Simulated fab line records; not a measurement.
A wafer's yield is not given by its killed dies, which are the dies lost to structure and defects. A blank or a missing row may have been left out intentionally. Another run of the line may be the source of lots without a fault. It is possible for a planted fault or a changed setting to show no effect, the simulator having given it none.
fab line records -- flow nand_harc
[record] lots = 12, wafers = 36, last_day = 33
route steps=1302 shown A_CHANNEL_HOLE_D2@596 A_CHANNEL_FILL_D2@620
lots untouched by any fault: they come from a run of this same line in which no faults occurred
start_h: the number of hours between the record's first day and the start of the first shown wafer of the lot -- wait_h: time in hours since the lot's previous step -- " repeats the value in the row above -- L1.1+2: several wafers, shown together as one row -- - value missing, or start not given -- * or withheld: withheld -- < > ~ a bound
route shown NAME@n: NAME is a module with steps in the file, n the number in the route of the first one -- usual: the fault-free wafers' mean and standard deviation -- same: alike in all rows -- chamber/n: place in a boat -- sites: the reading at each site -- _std_site: standard deviation across them -- _edge_site: inner sites' mean taken away from outer sites' mean -- radius_mm: for every site, how far away it sits from the centre of the wafer -- mask NAME#n: copy n -- behind: the most recent tool/chamber to have shaped the wafer -- hold: reason for holding the lot/hours on hold/outcome of the hold -- device: the n, p or np transistor that did not switch -- end of line: at the end of the route, the tests of the same wafers -- a step with no rows: only its recipe -- killed: the dies lost at the first sort to structure and to defects; this is not the yield of the wafer -- map: dies across one wafer; x = killed, . = not, _ = none there
set.NAME: the setting as run; set.NAME@STEP: as run at that earlier step -- model.NAME: the simulator's own value behind a step, which no gauge read
a sample of lots followed through the steps of the route, with each step as a table and each wafer as a row
services: when a tool's chamber went out of use (start_h, in hours from the record's first day, below 0 if earlier), for how many hours, and the reason
[[steps]]
[step NHARC_A_CHANNEL_HOLE_D2_ETCH_24]
[recipe] bias_v = 5000, source_w = withheld, pressure_mtorr = 20, time_s = 906.2, ar_flow_sccm = 375, c4f8_flow_sccm = 93.8, o2_flow_sccm = 31.2, temp_c = -20, target_depth_a = 15000, chemistry = C4F8/O2/Ar
[usual] drypump_motor_current_A = 6.12/0.26, showerhead_plenum_p_Torr = 3.67/0.097, throttle_valve_pct = 32.236/0.0093
lot.wafer,tool,chamber,start_h,wait_h,drypump_motor_current_A,rf_hours_counter_h,showerhead_plenum_p_Torr,throttle_valve_pct
L638.4,har_etch-01,1,298.08,0.6,6.14,-,3.69,32.229
L638.6,har_etch-01,1,298.08,0.6,6.16,-,3.69,32.235
L638.5,har_etch-01,0,298.08,0.6,6.43,-,3.67,32.241
L640.1,har_etch-01,0,304.50,0.6,6.42,155,3.67,32.227
L640.4,har_etch-01,0,304.50,0.6,6.42,-,3.67,32.245
L640.5,har_etch-01,1,304.50,0.6,6.19,-,3.69,32.246
L639.2,har_etch-02,1,305.38,0.6,5.97,369,3.53,32.229
L639.3,har_etch-02,1,305.38,0.6,5.99,-,3.53,32.234
L639.6,har_etch-02,0,305.38,0.6,5.70,-,3.66,32.230
L641.2,har_etch-01,0,327.56,0.6,6.45,163,3.66,32.234
L641.4,har_etch-01,1,327.56,0.6,6.20,-,3.69,32.239
L641.5,har_etch-01,1,327.56,0.6,6.17,-,3.69,32.232
L643.2,har_etch-01,0,341.71,0.6,6.44,175,3.66,32.232
L643.1,har_etch-01,1,341.71,0.6,6.19,175,3.68,32.231
L643.3,har_etch-01,0,341.71,0.6,6.43,-,3.66,32.224
L649.1,har_etch-02,1,405.25,0.6,6.00,6,3.92,32.246
L649.3,har_etch-02,1,405.25,0.6,6.02,-,3.92,32.239
L649.4,har_etch-02,0,405.25,0.6,5.65,-,3.63,32.239
L648.2,har_etch-01,1,409.42,0.6,6.16,217,3.66,32.242
L648.3,har_etch-01,1,409.42,0.6,6.15,-,3.66,32.230
L648.6,har_etch-01,0,409.42,0.6,6.42,-,3.64,32.216
L653.2,har_etch-02,1,462.44,0.6,5.99,36,3.91,32.219
L653.4,har_etch-02,0,462.44,0.6,5.71,-,3.61,32.234
L653.6,har_etch-02,1,462.44,0.6,5.96,-,3.91,32.225
L657.3,har_etch-01,0,480.49,0.6,6.39,-,3.61,32.252
L657.4,har_etch-01,1,480.49,0.6,6.14,-,3.64,32.250
L657.5,har_etch-01,0,480.49,0.6,6.40,-,3.61,32.237
L656.4,har_etch-01,1,484.66,0.6,6.13,-,3.63,32.241
L656.3,har_etch-01,0,484.66,0.6,6.48,-,3.61,32.235
L656.5,har_etch-01,1,484.66,0.6,6.13,-,3.63,32.251
L659.2,har_etch-02,0,500.74,0.6,5.69,63,3.60,32.246
L659.6,har_etch-02,1,500.74,0.6,5.98,-,3.89,32.217
L659.5,har_etch-02,0,500.74,0.6,5.65,-,3.60,32.243
L661.3,har_etch-01,1,516.68,0.6,6.19,-,3.62,32.237
L661.4,har_etch-01,0,516.68,0.6,6.45,-,3.60,32.229
L661.6,har_etch-01,0,516.68,0.6,6.41,-,3.60,32.239
[step NHARC_A_CHANNEL_HOLE_D2_STRIP_28]
[recipe] o2_flow_sccm = 500, ar_flow_sccm = 0, bias_w = 0, chemistry = O2
[usual] drypump_motor_current_A = 5.9/0.38, oes_product_au = 1.000/0.0081, rf_vpp_V = 57.5/0.91, showerhead_plenum_p_Torr = 3.44/0.11, throttle_valve_pct = 17.036/0.0095
lot.wafer,tool,chamber,start_h,wait_h,drypump_motor_current_A,oes_product_au,rf_hours_counter_h,rf_vpp_V,showerhead_plenum_p_Torr,throttle_valve_pct
L638.4,rie_diel-04,1,-,-,6.1,0.996,5.2,58.0,3.30,17.051
L638.5,rie_diel-04,1,-,-,6.1,1.000,-,58.2,3.30,17.039
L638.6,rie_diel-04,2,-,-,6.2,0.995,-,57.8,3.38,17.024
L640.4,rie_diel-11,2,-,-,6.3,0.994,3.1,57.7,3.42,17.038
L640.1,rie_diel-11,3,-,-,5.5,1.005,2.3,57.2,3.52,17.041
L640.5,rie_diel-11,2,-,-,6.3,0.992,-,59.1,3.42,17.016
L639.2,rie_diel-04,0,-,-,5.7,1.000,7.0,58.0,3.56,17.027
L639.3,rie_diel-04,1,-,-,6.1,0.992,6.2,57.9,3.30,17.022
L639.6,rie_diel-04,3,-,-,6.5,0.991,-,57.2,3.46,17.038
L641.2,rie_diel-04,2,-,-,6.2,1.000,8.8,59.7,3.38,17.048
L641.4,rie_diel-04,0,-,-,5.8,0.997,-,57.6,3.56,17.038
L641.5,rie_diel-04,1,-,-,6.1,1.006,-,56.5,3.30,17.036
L643.1,rie_diel-07,3,-,-,5.7,1.011,1.5,58.1,3.39,17.030
L643.3,rie_diel-07,0,-,-,5.7,1.007,2.7,57.2,3.39,17.045
L643.2,rie_diel-07,1,-,-,5.1,0.979,2.1,57.5,3.52,17.028
L649.1,rie_diel-07,3,-,-,5.7,1.016,3.8,58.4,3.39,17.039
L649.3,rie_diel-07,0,-,-,5.7,1.001,5.1,58.2,3.39,17.037
L649.4,rie_diel-07,2,-,-,5.4,0.994,4.6,56.4,3.34,17.038
L648.2,rie_diel-07,0,-,-,5.6,1.007,5.4,57.7,3.39,17.024
L648.3,rie_diel-07,2,-,-,5.4,0.998,4.7,57.3,3.34,17.038
L648.6,rie_diel-07,0,-,-,5.6,1.017,-,56.8,3.39,17.041
L653.2,rie_diel-04,0,-,-,5.7,0.995,6.4,57.1,3.56,17.049
L653.4,rie_diel-04,2,-,-,6.2,1.012,5.0,59.0,3.38,17.053
L653.6,rie_diel-04,1,-,-,6.1,1.002,-,58.2,3.30,17.032
L657.3,rie_diel-11,1,-,-,5.4,0.992,4.1,57.5,3.76,17.027
L657.4,rie_diel-11,2,-,-,6.3,0.988,3.8,57.8,3.41,17.024
L657.5,rie_diel-11,0,-,-,5.7,0.995,-,59.2,3.66,17.033
L656.3,rie_diel-04,2,-,-,6.2,1.000,6.7,59.1,3.38,17.033
L656.4,rie_diel-04,3,-,-,6.5,0.996,6.7,57.9,3.46,17.034
L656.5,rie_diel-04,2,-,-,6.2,0.990,-,56.4,3.38,17.040
L659.2,rie_diel-04,3,-,-,6.5,1.007,7.4,57.6,3.46,17.033
L659.6,rie_diel-04,2,-,-,6.2,0.996,-,55.9,3.38,17.015
L659.5,rie_diel-04,3,-,-,6.5,1.003,-,58.1,3.46,17.039
L661.3,rie_diel-04,2,-,-,6.2,0.993,8.5,56.9,3.37,17.038
L661.4,rie_diel-04,3,-,-,6.5,0.997,8.2,55.9,3.46,17.048
L661.6,rie_diel-04,3,-,-,6.5,1.003,-,57.2,3.46,17.030
[step NHARC_A_CHANNEL_HOLE_D2_XSEM_32]
[recipe] landing_energy_ev = 35000
[usual] bot_cd_nm = 74.1/1.7, bow_nm = 8.70/0.27, tilt_deg = 0.07/0.041
lot.wafer,tool,chamber,start_h,wait_h,bot_cd_nm,bow_nm,tilt_deg
L638.4,xsem-02,0,301.32,0.1,75.4,8.42,0.03
L638.5,xsem-02,0,301.32,0.1,74.5,8.37,0.03
L638.6,xsem-02,0,301.32,0.1,75.7,8.45,0.03
L640.1,xsem-02,0,308.17,0.1,75.1,8.94,0.05
L640.4,xsem-02,0,308.17,0.1,76.9,8.89,0.05
L640.5,xsem-02,0,308.17,0.1,75.8,8.87,0.05
L639.2,xsem-01,0,308.86,0.1,71.9,8.49,0.10
L639.3,xsem-01,0,308.86,0.1,71.1,8.47,0.10
L639.6,xsem-01,0,308.86,0.1,72.2,8.44,0.10
L641.2,xsem-01,0,331.19,0.1,74.4,8.87,0.04
L641.4,xsem-01,0,331.19,0.1,73.1,8.93,0.04
L641.5,xsem-01,0,331.19,0.1,74.2,8.99,0.04
L643.1,xsem-02,0,345.20,0.1,74.9,8.94,0.14
L643.2,xsem-02,0,345.20,0.1,73.6,9.02,0.13
L643.3,xsem-02,0,345.20,0.1,74.0,8.97,0.14
L649.1,xsem-01,0,408.74,0.1,74.2,8.65,0.11
L649.3,xsem-01,0,408.74,0.1,73.0,8.61,0.11
L649.4,xsem-01,0,408.74,0.1,72.8,8.65,0.11
L648.2,xsem-01,0,412.92,0.1,75.1,8.41,0.12
L648.3,xsem-01,0,412.92,0.1,74.3,8.39,0.12
L648.6,xsem-01,0,412.92,0.1,73.8,8.50,0.12
L653.2,xsem-01,0,465.82,0.1,74.3,8.41,0.04
L653.4,xsem-01,0,465.82,0.1,76.1,8.44,0.04
L653.6,xsem-01,0,465.82,0.1,72.5,8.44,0.04
L657.3,xsem-02,0,483.72,0.1,78.3,8.62,0.02
L657.4,xsem-02,0,483.72,0.1,74.1,8.61,0.02
L657.5,xsem-02,0,483.72,0.1,72.9,8.59,0.02
L656.3,xsem-02,0,487.89,0.1,72.2,8.12,0.06
L656.4,xsem-02,0,487.89,0.1,73.6,8.19,0.06
L656.5,xsem-02,0,487.89,0.1,72.7,8.13,0.06
L659.2,xsem-01,0,504.07,0.1,71.3,8.33,0.06
L659.5,xsem-01,0,504.07,0.1,71.7,8.22,0.06
L659.6,xsem-01,0,504.07,0.1,71.5,8.28,0.06
L661.3,xsem-02,0,519.93,0.1,74.2,9.15,0.13
L661.4,xsem-02,0,519.93,0.1,72.6,9.16,0.13
L661.6,xsem-02,0,519.93,0.1,76.5,9.30,0.13
[step NHARC_A_CHANNEL_FILL_D2_ETCHBACK_20]
[recipe] target_depth_a = 270, time_s = 13.5, c4f8_flow_sccm = withheld, o2_flow_sccm = 8, ar_flow_sccm = withheld, rf_w = 600, bias_w = 1500, chemistry = C4F8/O2/Ar
[usual] oes_product_au = 0.994/0.02, rf_fwd_power_W = 587/3.1, rf_vpp_V = 978/7.1
lot.wafer,tool,chamber,start_h,wait_h,oes_product_au,rf_fwd_power_W,rf_hours_counter_h,rf_vpp_V
L638.4,rie_diel-10,0,327.67,-,0.980,585,1,988
L638.5,rie_diel-10,3,327.67,-,0.974,593,-,970
L638.6,rie_diel-10,0,327.67,-,0.981,583,-,987
L639.3,rie_diel-09,2,332.11,-,1.011,590,0,987
L639.2,rie_diel-09,1,332.11,-,1.004,584,0,971
L639.6,rie_diel-09,2,332.11,-,1.020,590,-,988
L640.1,rie_diel-10,3,332.13,-,0.991,591,1,970
L640.4,rie_diel-10,0,332.13,-,1.000,584,1,987
L640.5,rie_diel-10,2,332.13,-,1.008,587,-,974
L641.2,rie_diel-09,3,355.62,-,0.963,587,0,988
L641.4,rie_diel-09,0,355.62,-,0.984,584,0,970
L641.5,rie_diel-09,2,355.62,-,0.984,588,-,986
L643.1,rie_diel-09,0,367.37,-,1.006,585,1,972
L643.2,rie_diel-09,1,367.37,-,0.994,585,1,971
L643.3,rie_diel-09,2,367.37,-,1.010,588,1,988
L649.1,rie_diel-10,2,434.80,-,0.898,489,0,973
L649.3,rie_diel-10,3,434.80,-,0.910,500,0,970
L649.4,rie_diel-10,1,434.80,-,0.894,490,0,975
L648.2,rie_diel-10,3,434.87,-,0.904,497,0,971
L648.3,rie_diel-10,0,434.87,-,0.902,487,0,986
L648.6,rie_diel-10,1,434.87,-,0.897,491,-,975
L653.2,rie_diel-09,0,489.94,-,0.989,585,4,973
L653.6,rie_diel-09,1,489.94,-,1.003,584,-,971
L653.4,rie_diel-09,3,489.94,-,0.990,586,-,988
L656.3,rie_diel-10,1,509.46,-,1.011,583,3,975
L656.4,rie_diel-10,2,509.46,-,1.002,586,3,973
L656.5,rie_diel-10,1,509.46,-,1.019,583,-,976
L657.4,rie_diel-13,2,509.47,-,1.004,590,28,982
L657.3,rie_diel-13,3,509.47,-,1.004,587,24,980
L657.5,rie_diel-13,1,509.47,-,1.008,586,-,982
L659.2,rie_diel-10,0,528.83,-,1.000,586,4,987
L659.5,rie_diel-10,0,528.83,-,0.995,587,-,987
L659.6,rie_diel-10,1,528.83,-,1.003,583,-,976
L661.4,rie_diel-09,0,544.10,-,0.984,588,1,971
L661.3,rie_diel-09,1,544.10,-,0.984,582,0,971
L661.6,rie_diel-09,1,544.10,-,0.996,583,-,972
[[services]]
tool,chamber,start_h,hours,kind
rie_diel-10,2,279.55,5.3,repair
rie_diel-07,3,289.90,22.3,repair
rie_diel-07,0,293.56,9.5,repair
rie_diel-07,-,294.25,9.0,pm
rie_diel-04,3,319.71,31.3,repair
rie_diel-09,-,320.10,9.0,pm
rie_diel-10,2,351.92,5.6,repair
rie_diel-04,-,354.90,9.0,pm
rie_diel-09,1,369.69,13.7,repair
xsem-01,-,374.00,14.0,pm
har_etch-02,-,379.78,17.0,pm
rie_diel-04,3,388.80,2.0,repair
rie_diel-07,-,403.00,0.3,repair
rie_diel-10,1,410.69,2.6,repair
har_etch-01,-,418.72,2.4,repair
rie_diel-10,-,419.50,9.0,pm
rie_diel-10,2,435.30,12.2,repair
rie_diel-10,1,469.00,2.4,repair
rie_diel-10,2,480.33,6.2,repair
rie_diel-09,2,488.94,7.0,repair
rie_diel-04,2,489.03,1.6,repair
rie_diel-09,-,497.10,9.0,pm
rie_diel-10,2,519.01,21.2,repair
rie_diel-04,-,531.90,9.0,pm
[[key]]
[first_sign] step = NHARC_A_CHANNEL_FILL_D2_ETCHBACK_20, reading = rf_fwd_power_W, direction = down, sigmas = 30, usual = *, struck = *
[effect] step = NHARC_A_CHANNEL_FILL_D2_ETCHBACK_20, reading = oes_product_au, direction = down, sigmas = 4.8, usual = 0.994, struck = 0.901
met_at NHARC_A_CHANNEL_FILL_D2_ETCHBACK_20
struck_lots L648,L649
tester_left_out L648,L649
not_acting_at NHARC_A_CHANNEL_HOLE_D2_ETCH_24,NHARC_A_CHANNEL_HOLE_D2_STRIP_28,NHARC_A_CHANNEL_HOLE_D2_XSEM_32
onset_between 332.13 434.80
[fault] kind = process_parameter_drift, tool = rie_diel-10, chamber = -, onset_h = 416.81, steps = NHARC_A_CHANNEL_FILL_D2_ETCHBACK_20, channel = rf_w, offset = *, shape = step, end_h = 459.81, acts_in = *, stated = *
// tester_left_out: of these lots the tester's yield and bins aren't shown, on N5 and GAA mostly nor the transistor test; their killed dies are dies lost to structure and defects alone, not to doping, threshold or leakage, so they don't give the yield
